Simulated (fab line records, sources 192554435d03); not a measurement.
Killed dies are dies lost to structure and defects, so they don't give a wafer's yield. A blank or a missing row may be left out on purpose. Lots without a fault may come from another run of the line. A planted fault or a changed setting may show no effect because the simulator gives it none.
fab line records | flow n5_finfet
record lots=4 wafers=12 last_day=17
route steps=1938 shown BEOL_M4@1099 BEOL_M5@1112 BEOL_M14@1764 PASSIVATION@1936
lots that met no fault: from a run of the same line without faults
start_h: hours from the record's first day to the start of the lot's first wafer shown | wait_h: hours since the lot's step before | " the same as in the row above | L1.1+2: a row that stands for several wafers | - no value, or no start given | * or withheld: withheld | < > ~ a bound
route shown NAME@n: a module of which the file shows steps, and the number in the route of the first | usual: mean/standard deviation of fault-free wafers | same: alike in all rows | chamber/n: place in a boat | sites: the reading at each site | _std_site: their standard deviation | _edge_site: outer sites' mean less inner sites' | radius_mm: how far each site lies from the wafer's centre | mask NAME#n: copy n | behind: the tool/chamber that last shaped the wafer | hold: why the lot was held/for how many hours/how that ended | device: the transistor (n, p or np) that didn't switch | end of line: the same wafers' tests at the end of the route | a step without rows: its recipe alone | killed: dies lost to structure and defects at the first sort, not the wafer's yield | map: a wafer's dies, x killed, . not, _ none there
set.NAME: the setting as run; set.NAME@STEP: as run at that earlier step | model.NAME: the simulator's own value behind a step, which no gauge read
lots at some steps of the route; a table a step, a row a wafer
services: from which hour (start_h, from the record's first day; less than 0 if before it) a tool's chamber was out of use, for how many hours, and why
## steps
# step N5_BEOL_M4_ANNEAL_95
# recipe temp_c=400 time_s=240 ambient=vacuum
# step N5_BEOL_M4_SPUTTER_96
# recipe material=Cu target_thk_a=45 temp_c=-20 chamber_pressure_pa=0.07 power_w=withheld time_s=8.29
# step N5_BEOL_M4_ECD_50
# recipe material=Cu target_thk_a=3000
# step N5_BEOL_M4_ANNEAL_51
# recipe temp_c=225 time_s=90 ambient=N2
# step N5_BEOL_M4_CMP_52
# recipe stop_on=SiOC t_overpolish_s=6.8 down_force_psi=1 platen_rpm=50 clearing_platen_down_force_psi=1.5 clearing_platen_rpm=50 post_cmp_clean=cu_alkaline target_thk_nm=40 clearing_platen_pad_velocity_m_s=0.99484 pad_velocity_m_s=0.99484
# step N5_BEOL_M4_PRE_CLEAN_60
# recipe gas=NH3/H2 time_s=15 temp_c=* rf_power_w=300
# step N5_BEOL_M4_CO_CAP_55
# recipe material=Co target_thk_a=20 temp_c=200 precursor=CCTBA/H2 pressure_torr=30 time_s=102.1
# step N5_BEOL_M4_PRE_CLEAN_56
# recipe gas=NH3 time_s=15 temp_c=withheld rf_power_w=300
# step N5_BEOL_M4_DEP_57
# recipe material=SiCN target_thk_a=80 temp_c=withheld precursor=3MS/NH3 pressure_torr=3 rf_w=202 time_s=14
# step N5_BEOL_M4_RC_MEAS_101
# usual DIBL_N=36.0/2.5 DIBL_P=36.7/3 IOFF_N=0.16/0.043 IOFF_P=0.21/0.049 ION_N=673/15 ION_P=461/9.8 SS_N=71.5/0.83 SS_P=73.4/0.83 VT_N=250/4 VT_P=-251/4
# columns lot.wafer tool chamber start_h wait_h DIBL_N[mV/V] DIBL_P[mV/V] IOFF_N[nA/um] IOFF_P[nA/um] ION_N[uA/um] ION_P[uA/um] SS_N[mV/dec] SS_P[mV/dec] VT_N[mV] VT_P[mV]
L605.1 prober-01 0 161.06 0.0 33.5 35.1 0.15 0.20 670 457 71.6 72.9 249 -252
L605.2 " 0 " " 30.2 30.2 0.10 0.14 653 455 70.8 71.9 257 -255
L605.4 " 0 " " 37.3 40.7 0.24 0.30 703 473 72.1 75.0 245 -243
L615.1 prober-02 0 219.89 0.0 39.1 39.8 0.19 0.24 691 469 72.4 74.3 248 -252
L615.5 " 0 " " 38.5 39.3 0.18 0.24 677 461 72.4 74.1 252 -250
L615.6 " 0 " " 39.4 38.7 0.22 0.23 677 456 73.0 74.3 248 -251
L617.1 prober-02 0 237.10 0.0 33.9 30.8 0.12 0.19 673 472 70.8 72.6 253 -249
L617.4 " 0 " " 35.0 32.6 0.14 0.21 681 476 71.3 71.9 251 -246
L617.6 " 0 " " 36.0 34.2 0.14 0.22 673 465 71.1 73.1 250 -248
L626.1 prober-01 0 305.14 0.0 36.1 36.6 0.15 0.21 660 462 72.1 73.6 250 -249
L626.2 " 0 " " 34.3 34.1 0.12 0.18 654 453 72.2 72.7 252 -251
L626.4 " 0 " " 39.4 41.6 0.26 0.32 713 488 73.3 74.2 240 -244
# step N5_BEOL_M5_ILD_DEP_00
# recipe material=SiCOH_lowk target_thk_a=1406.4 temp_c=300 precursor=DEMS/porogen pressure_torr=5 rf_w=500 time_s=25.9
# step N5_BEOL_M5_CURE_79
# recipe temp_c=385 time_s=240 ambient=He/Ar material=SiCOH_lowk
# step N5_BEOL_M5_PECVD_70
# recipe material=SiO2 target_thk_a=160 temp_c=400 precursor=TEOS/O2 pressure_torr=5.5 rf_w=450 teos_flow_sccm=53.8 gas=O2 flow_sccm=3000 time_s=18
# step N5_BEOL_M5_HM_DEP_02
# recipe material=TiN target_thk_a=200 temp_c=25 chamber_pressure_pa=0.49996
# step N5_BEOL_M5_COAT_59
# recipe resist=SOC temp_c=250 time_s=60 spin_rpm=1500 resist_thk_nm=60
# step N5_BEOL_M5_COAT_60
# recipe resist=SiARC temp_c=220 time_s=60 spin_rpm=1500 resist_thk_nm=12
# step N5_BEOL_M5_COAT_71
# recipe resist=underlayer temp_c=205 time_s=60 spin_rpm=1500 resist_thk_nm=5
# step N5_BEOL_M5_COAT_05
# recipe resist=CAR-EUV spin_rpm=1500 resist_thk_nm=30
# step N5_BEOL_M5_EBR_07
# recipe solvent=PGMEA ebr_width_mm=1.5
# step N5_BEOL_M5_SOFTBAKE_06
# recipe temp_c=110 time_s=60 resist=CAR-EUV
# step N5_BEOL_M5_EXPOSE_08
# recipe mask_id=M5 na=0.33 source_shape=annular sigma_inner=0.4 sigma_outer=0.8 polarization=unpolarized target_cd_nm=28 dose_mj=35.75
# step N5_BEOL_M5_PEB_09
# recipe peb_temp_c=100 peb_time_s=60 resist=CAR-EUV
# step N5_BEOL_M5_DEVELOP_10
# recipe develop_time_s=30 developer=TMAH resist=CAR-EUV rinse_liquid=surfactant_rinse dry=air_spin dev_temp_c=23
# step N5_BEOL_M5_DESCUM_16
# recipe chemistry=O2 time_s=7 source_power_w=50 bias_power_w=20 pressure_mtorr=20 rf_frequency_hz=2.712e+07 temp_c=40 resist=CAR-EUV o2_flow_sccm=225
# step N5_BEOL_M5_ETCH_72
# recipe chemistry=N2/H2 target=underlayer target_depth_a=65 mask_material=CAR-EUV time_s=5.2 ion_energy_ev=200 pressure_mtorr=30 source_w=840 bias_w=150 n2_flow_sccm=200 h2_flow_sccm=200 ends=cleared
# step N5_BEOL_M5_ETCH_61
# recipe chemistry=CF4 target=SiARC target_depth_a=156 mask_material=CAR-EUV time_s=26 ion_energy_ev=80 pressure_mtorr=40 source_w=545 bias_w=36 Ar_flow_sccm=100 cf4_flow_sccm=100 ends=cleared
# step N5_BEOL_M5_ETCH_62
# recipe chemistry=N2/H2 target=SOC target_depth_a=750 overetch_a=150 mask_material=SiARC temp_c=40 time_s=112.5 ion_energy_ev=200 pressure_mtorr=30 source_w=840 bias_w=150 n2_flow_sccm=200 h2_flow_sccm=200
# step N5_BEOL_M5_STRIP_63
# recipe chemistry=N2/H2 temp_c=40 n2_flow_sccm=200 h2_flow_sccm=200 rf_frequency_hz=6e+07
# step N5_BEOL_M5_STRIP_73
# recipe chemistry=N2/H2 temp_c=40 n2_flow_sccm=200 h2_flow_sccm=200 rf_frequency_hz=6e+07
# step N5_BEOL_M5_STRIP_64
# recipe chemistry=CF4 resist=SiARC power_w=300 bias_power_w=75 pressure_mtorr=50 cf4_flow_sccm=150 rf_frequency_hz=6e+07
# step N5_BEOL_M5_HM_OPEN_17
# recipe chemistry=Cl2/BCl3 target_depth_a=200 overetch_a=60 target=TiN mask_material=SOC ion_energy_ev=150 pressure_mtorr=10 icp_w=1000 bias_w=126 Cl2_flow_sccm=53.25 bcl3_flow_sccm=21.75 Ar_flow_sccm=25
# step N5_BEOL_M5_STRIP_19
# recipe chemistry=O2 power_w=400 temp_c=40 pressure_mtorr=30 rf_frequency_hz=6e+07 bias_power_w=0 overash_fraction=0.2 o2_flow_sccm=225
# step N5_BEOL_M5_COAT_65
# recipe resist=SOC temp_c=250 time_s=60 spin_rpm=1500 resist_thk_nm=60
# step N5_BEOL_M5_COAT_66
# recipe resist=SiARC temp_c=220 time_s=60 spin_rpm=1500 resist_thk_nm=12
# step N5_BEOL_M14_SPUTTER_45
# recipe material=Cu target_thk_a=1000 temp_c=-20 bias_v=60 power_w=26000 chamber_pressure_pa=0.13 time_s=16.67
# usual bias_v=60.0/0.56 cathode_dc_power_W=25999/4.3 throttle_valve_pct=29.9/0.93
# columns lot.wafer tool chamber start_h wait_h bias_v cathode_dc_power_W throttle_valve_pct
L605.1 pvd_sputter-03 - 241.09 0.0 59.6 25998 30.8
L605.2 " - " " 60.3 26007 30.0
L605.4 " - " " 59.4 26000 31.2
L615.1 pvd_sputter-03 - 304.78 0.0 - - -
L615.5 " - " " - - -
L615.6 " - " " - - -
L617.1 pvd_sputter-03 - 319.02 0.0 - - -
L617.4 " - " " - - -
L617.6 " - " " - - -
L626.1 pvd_sputter-02 - 389.73 0.0 60.4 26003 28.5
L626.2 " - " " 59.4 26006 31.2
L626.4 " - " " 59.6 25993 30.2
# step N5_BEOL_M14_CMP_49
# recipe stop_on=SiO2 t_overpolish_s=5.2 down_force_psi=2 platen_rpm=80 clearing_platen_down_force_psi=2 clearing_platen_rpm=80 post_cmp_clean=cu_alkaline target_thk_nm=560 clearing_platen_pad_velocity_m_s=1.5917 pad_velocity_m_s=1.5917
# usual clearing_platen_down_force_psi=2.000/0.004 motor_current_A=7.9/0.53 time_to_endpoint_s=124/5.8
# columns lot.wafer tool chamber start_h wait_h clearing_platen_down_force_psi motor_current_A time_to_endpoint_s
L605.2 cmp-03 1 241.69 0.2 1.997 8.0 123
L605.1 " 2 " " 2.004 8.4 114
L605.4 " 0 " " 2.004 8.2 133
L615.1 cmp-01 3 305.42 0.3 1.991 7.0 2
L615.5 " 2 " " 2.005 7.4 4
L615.6 " 3 " " 2.004 7.4 3
L617.4 cmp-01 0 319.95 0.4 2.002 7.5 4
L617.1 " 1 " " 1.992 6.7 1
L617.6 " 2 " " 1.997 7.7 4
L626.1 cmp-03 0 390.37 0.3 1.999 8.9 131
L626.4 " 1 " " 2.001 7.7 120
L626.2 " 2 " " 2.006 8.1 114
# step N5_PASSIVATION_PROBE_49
# usual defect_limited_yield=91.1/1.5 killed_at_M0_to_M3=37/11 killed_at_M4_up=13/5.6 killed_at_contacts=12/5.6 killed_at_front_end=39/11 killed_at_other=4/3.1 killed_dies=105/18 killed_on_rim=14/3.8 killed_open=69/13 killed_short=35/7.4 sort_bin_5_function=5.1/0.92 sort_bin_6_memory=3.4/0.76 sort_n_pass=1075/18 sort_yield_pct=91.1/1.5
# same gross_dies=1180 killed_at_back_side=0 sort_bin_4_leakage[%]=0 sort_bin_8_speed[%]=0
# columns lot.wafer tool chamber start_h wait_h defect_limited_yield[%] killed_at_M0_to_M3 killed_at_M4_up killed_at_contacts killed_at_front_end killed_at_other killed_dies killed_on_rim killed_open killed_short sort_bin_5_function[%] sort_bin_6_memory[%] sort_n_pass sort_yield_pct[%]
L615.1 prober-02 - 326.39 0.0 0 42 1061 13 52 12 1180 152 99 34 94.7 5.2 0 0
L615.5 prober-02 - 326.59 0.2 0 48 1070 15 35 12 1180 152 93 34 95.3 4.6 0 0
L615.6 prober-02 - 326.64 0.3 0 53 1078 15 32 2 1180 152 82 31 96.0 3.5 0 0
L617.1 prober-01 - 344.19 0.0 0 30 1008 3 127 12 1180 152 44 29 93.2 3.2 0 0
L617.4 prober-01 - 344.34 0.2 0 34 1028 14 99 5 1180 152 53 24 93.3 3.7 0 0
L617.6 prober-01 - 344.44 0.3 0 27 1031 3 116 3 1180 152 42 22 94.5 2.6 0 0
# killed by level:class
L615.1 BEOL_M14:area_sputter=560 BEOL_M14:area_ecd=487 STI_FIN_REVEAL:geometric_particle:open=15 BEOL_M3:geometric_particle:open=13 MOL_CONTACT_COAG:geometric_particle:open=11 FIN_SAQP:geometric_particle:open=9 GATE_CUT:geometric_particle:short=8 BEOL_M4:geometric_particle:open=8
L615.5 BEOL_M14:area_sputter=537 BEOL_M14:area_ecd=516 BEOL_M3:geometric_particle:open=15 MOL_CONTACT_COAG:geometric_particle:open=13 STI_FIN_REVEAL:geometric_particle:open=11 BEOL_M2:geometric_particle:open=11 BEOL_M4:geometric_particle:open=9 BEOL_M0_SAQP:geometric_particle:short=6
L615.6 BEOL_M14:area_sputter=548 BEOL_M14:area_ecd=518 BEOL_M1:geometric_particle:open=14 BEOL_M3:geometric_particle:open=12 MOL_CONTACT_COAG:geometric_particle:open=11 BEOL_M0_SAQP:geometric_particle:open=9 FIN_SAQP:geometric_particle:open=6 STI_FIN_REVEAL:geometric_particle:open=6
L617.1 BEOL_M14:area_sputter=520 BEOL_M14:area_ecd=482 HKMG_FIN:unspecified=104 BEOL_M2:geometric_particle:open=14 PASS1_CAP:geometric_particle:short=6 GATE_CUT:geometric_particle:short=5 BEOL_M3:geometric_particle:open=5 GATE_CUT:geometric_particle:open=4
L617.4 BEOL_M14:area_sputter=523 BEOL_M14:area_ecd=503 HKMG_FIN:unspecified=77 MOL_CONTACT_COAG:geometric_particle:open=11 BEOL_M2:geometric_particle:open=11 BEOL_M1:geometric_particle:open=7 DUMMY_GATE:geometric_particle:open=6 BEOL_M0_SAQP:geometric_particle:short=5
L617.6 BEOL_M14:area_sputter=548 BEOL_M14:area_ecd=475 HKMG_FIN:unspecified=91 BEOL_M0_SAQP:geometric_particle:open=6 BEOL_M2:geometric_particle:open=6 ILD0:geometric_particle:short=4 GATE_CUT:geometric_particle:short=4 BEOL_M0_SAQP:geometric_particle:short=4
# map L615.1 (x killed, . not)
_________________xxxxxxxxxxxx________________
______________xxxxxxxxxxxxxxxxxx_____________
___________xxxxxxxxxxxxxxxxxxxxxxxx__________
__________xxxxxxxxxxxxxxxxxxxxxxxxxx_________
________xxxxxxxxxxxxxxxxxxxxxxxxxxxxxx_______
_______xxxxxxxxxxxxxxxxxxxxxxxxxxxxxxxx______
______xxxxxxxxxxxxxxxxxxxxxxxxxxxxxxxxxx_____
_____xxxxxxxxxxxxxxxxxxxxxxxxxxxxxxxxxxxx____
____xxxxxxxxxxxxxxxxxxxxxxxxxxxxxxxxxxxxxx___
___xxxxxxxxxxxxxxxxxxxxxxxxxxxxxxxxxxxxxxxx__
___xxxxxxxxxxxxxxxxxxxxxxxxxxxxxxxxxxxxxxxx__
__xxxxxxxxxxxxxxxxxxxxxxxxxxxxxxxxxxxxxxxxxx_
__xxxxxxxxxxxxxxxxxxxxxxxxxxxxxxxxxxxxxxxxxx_
_xxxxxxxxxxxxxxxxxxxxxxxxxxxxxxxxxxxxxxxxxxxx
_xxxxxxxxxxxxxxxxxxxxxxxxxxxxxxxxxxxxxxxxxxxx
_xxxxxxxxxxxxxxxxxxxxxxxxxxxxxxxxxxxxxxxxxxxx
_xxxxxxxxxxxxxxxxxxxxxxxxxxxxxxxxxxxxxxxxxxxx
_xxxxxxxxxxxxxxxxxxxxxxxxxxxxxxxxxxxxxxxxxxxx
_xxxxxxxxxxxxxxxxxxxxxxxxxxxxxxxxxxxxxxxxxxxx
_xxxxxxxxxxxxxxxxxxxxxxxxxxxxxxxxxxxxxxxxxxxx
_xxxxxxxxxxxxxxxxxxxxxxxxxxxxxxxxxxxxxxxxxxxx
__xxxxxxxxxxxxxxxxxxxxxxxxxxxxxxxxxxxxxxxxxx_
__xxxxxxxxxxxxxxxxxxxxxxxxxxxxxxxxxxxxxxxxxx_
___xxxxxxxxxxxxxxxxxxxxxxxxxxxxxxxxxxxxxxxx__
___xxxxxxxxxxxxxxxxxxxxxxxxxxxxxxxxxxxxxxxx__
____xxxxxxxxxxxxxxxxxxxxxxxxxxxxxxxxxxxxxx___
_____xxxxxxxxxxxxxxxxxxxxxxxxxxxxxxxxxxxx____
______xxxxxxxxxxxxxxxxxxxxxxxxxxxxxxxxxx_____
_______xxxxxxxxxxxxxxxxxxxxxxxxxxxxxxxx______
________xxxxxxxxxxxxxxxxxxxxxxxxxxxxxx_______
__________xxxxxxxxxxxxxxxxxxxxxxxxxx_________
___________xxxxxxxxxxxxxxxxxxxxxxxx__________
______________xxxxxxxxxxxxxxxxxx_____________
_________________xxxxxxxxxxxx________________
# map L617.1 (x killed, . not)
_________________xxxxxxxxxxxx________________
______________xxxxxxxxxxxxxxxxxx_____________
___________xxxxxxxxxxxxxxxxxxxxxxxx__________
__________xxxxxxxxxxxxxxxxxxxxxxxxxx_________
________xxxxxxxxxxxxxxxxxxxxxxxxxxxxxx_______
_______xxxxxxxxxxxxxxxxxxxxxxxxxxxxxxxx______
______xxxxxxxxxxxxxxxxxxxxxxxxxxxxxxxxxx_____
_____xxxxxxxxxxxxxxxxxxxxxxxxxxxxxxxxxxxx____
____xxxxxxxxxxxxxxxxxxxxxxxxxxxxxxxxxxxxxx___
___xxxxxxxxxxxxxxxxxxxxxxxxxxxxxxxxxxxxxxxx__
___xxxxxxxxxxxxxxxxxxxxxxxxxxxxxxxxxxxxxxxx__
__xxxxxxxxxxxxxxxxxxxxxxxxxxxxxxxxxxxxxxxxxx_
__xxxxxxxxxxxxxxxxxxxxxxxxxxxxxxxxxxxxxxxxxx_
_xxxxxxxxxxxxxxxxxxxxxxxxxxxxxxxxxxxxxxxxxxxx
_xxxxxxxxxxxxxxxxxxxxxxxxxxxxxxxxxxxxxxxxxxxx
_xxxxxxxxxxxxxxxxxxxxxxxxxxxxxxxxxxxxxxxxxxxx
_xxxxxxxxxxxxxxxxxxxxxxxxxxxxxxxxxxxxxxxxxxxx
_xxxxxxxxxxxxxxxxxxxxxxxxxxxxxxxxxxxxxxxxxxxx
_xxxxxxxxxxxxxxxxxxxxxxxxxxxxxxxxxxxxxxxxxxxx
_xxxxxxxxxxxxxxxxxxxxxxxxxxxxxxxxxxxxxxxxxxxx
_xxxxxxxxxxxxxxxxxxxxxxxxxxxxxxxxxxxxxxxxxxxx
__xxxxxxxxxxxxxxxxxxxxxxxxxxxxxxxxxxxxxxxxxx_
__xxxxxxxxxxxxxxxxxxxxxxxxxxxxxxxxxxxxxxxxxx_
___xxxxxxxxxxxxxxxxxxxxxxxxxxxxxxxxxxxxxxxx__
___xxxxxxxxxxxxxxxxxxxxxxxxxxxxxxxxxxxxxxxx__
____xxxxxxxxxxxxxxxxxxxxxxxxxxxxxxxxxxxxxx___
_____xxxxxxxxxxxxxxxxxxxxxxxxxxxxxxxxxxxx____
______xxxxxxxxxxxxxxxxxxxxxxxxxxxxxxxxxx_____
_______xxxxxxxxxxxxxxxxxxxxxxxxxxxxxxxx______
________xxxxxxxxxxxxxxxxxxxxxxxxxxxxxx_______
__________xxxxxxxxxxxxxxxxxxxxxxxxxx_________
___________xxxxxxxxxxxxxxxxxxxxxxxx__________
______________xxxxxxxxxxxxxxxxxx_____________
_________________xxxxxxxxxxxx________________
## services
# columns tool chamber start_h hours kind
cmp-03 - 230.95 1.3 repair
cmp-01 - 252.12 1.1 repair
cmp-01 - 288.05 0.5 repair
pvd_sputter-02 - 311.06 2.8 repair
cmp-03 - 314.67 4.0 pm
cmp-03 - 318.67 - consumable_replace:conditioner
cmp-03 - 318.67 - consumable_replace:pad
cmp-03 - 337.53 6.3 repair
pvd_sputter-03 - 348.61 9.2 repair
## key
first_sign step=N5_BEOL_M14_SPUTTER_45 reading=tool_record direction=missing
effect step=N5_BEOL_M14_CMP_49 reading=time_to_endpoint_s direction=down sigmas=21 usual=* struck=*
effect step=N5_PASSIVATION_PROBE_49 reading=killed_at_M4_up direction=up sigmas=99+ usual=13 struck=1046
more_kills_born_at N5_BEOL_M14_SPUTTER_45@pvd_sputter-03=3236 N5_BEOL_M14_ECD_47@ecd_cu-02=1521 N5_BEOL_M14_ECD_47@ecd_cu-01=1460
met_at N5_BEOL_M14_SPUTTER_45
struck_wafers L615.1,L615.5,L615.6,L617.1,L617.4,L617.6
later_rows_left_out L615.1,L615.5,L615.6,L617.1,L617.4,L617.6
onset_between 241.09 304.78
earlier_fault kind=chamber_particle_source tool=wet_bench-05 chamber=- onset_h=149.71 steps=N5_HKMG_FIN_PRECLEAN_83 rate_per_visit_cm2=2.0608
fault kind=skipped_step_whole tool=pvd_sputter-03 chamber=- onset_h=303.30 steps=N5_BEOL_M14_SPUTTER_45 scope=struck_lots_only
# later_rows_left_out: the simulator's readings of these wafers behind a module that went badly wrong aren't trusted and aren't shown, but for the sort
